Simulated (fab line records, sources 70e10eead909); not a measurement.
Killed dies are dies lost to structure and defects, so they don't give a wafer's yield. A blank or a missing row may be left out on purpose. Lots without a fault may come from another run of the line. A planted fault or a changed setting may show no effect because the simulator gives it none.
Chamber matching | flow nand_harc | NHARC_P_GATE_DESCUM_93 on rie_diel-04: 4 sister chambers
The step chemistry O2, time 3 s. 8 wafers are shown with their chamber, then 9 later ones without.

WAFERS WITH THEIR CHAMBER
wafer  | chamber | drypump_motor_current_A (A) | oes_product_au (a.u.)
L082.3 | 2       | 5.6                         | 1.007
L083.5 | 2       | 5.7                         | 1.001
L090.1 | 3       | 4.9                         | 0.995
L090.2 | 0       | 5.6                         | 1.005
L090.5 | 0       | 5.5                         | 0.996
L089.2 | 1       | 5.9                         | 0.992
L089.3 | 3       | 4.9                         | 0.990
L089.6 | 1       | 5.9                         | 0.998

WAFERS WITHOUT THEIR CHAMBER
wafer  | drypump_motor_current_A (A) | oes_product_au (a.u.)
L092.2 | 4.9                         | 0.997
L092.5 | 5.6                         | 1.008
L092.6 | 5.8                         | 1.003
L095.1 | 5.6                         | 0.994
L095.2 | 5.6                         | 1.007
L095.6 | 5.6                         | 1.004
L097.3 | 4.9                         | 1.009
L097.4 | 5.9                         | 1.005
L097.6 | 5.6                         | 1.021

WHICH CHAMBER EACH WENT THROUGH
wafer  | from the rows above     | in truth
L092.2 | 3                       | 3
L092.5 | can't be placed: 2 or 0 | 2
L092.6 | can't be placed: 1 or 2 | 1
L095.1 | can't be placed: 0 or 2 | 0
L095.2 | can't be placed: 2 or 0 | 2
L095.6 | can't be placed: 2 or 0 | 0
L097.3 | 3                       | 3
L097.4 | 1                       | 1
L097.6 | can't be placed: 2 or 0 | 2
Placed correctly: 3 of 9. Can't be placed from these rows: 6 (the true chamber is among the candidates in 6). Placed wrongly: 0.
How it was worked out, from the rows above alone: a wafer's distance from a chamber is the root of the sum, over the readings, of the square of ((its reading less the chamber's mean) divided by the reading's scatter). The wafer belongs to the nearest chamber; if the next one is less than 2 further off, it can't be placed. A chamber's mean is the mean of its shown wafers. The scatter: the root of (the sum of the squares of (reading less its chamber's mean) over the shown wafers, divided by (wafers less chambers)).
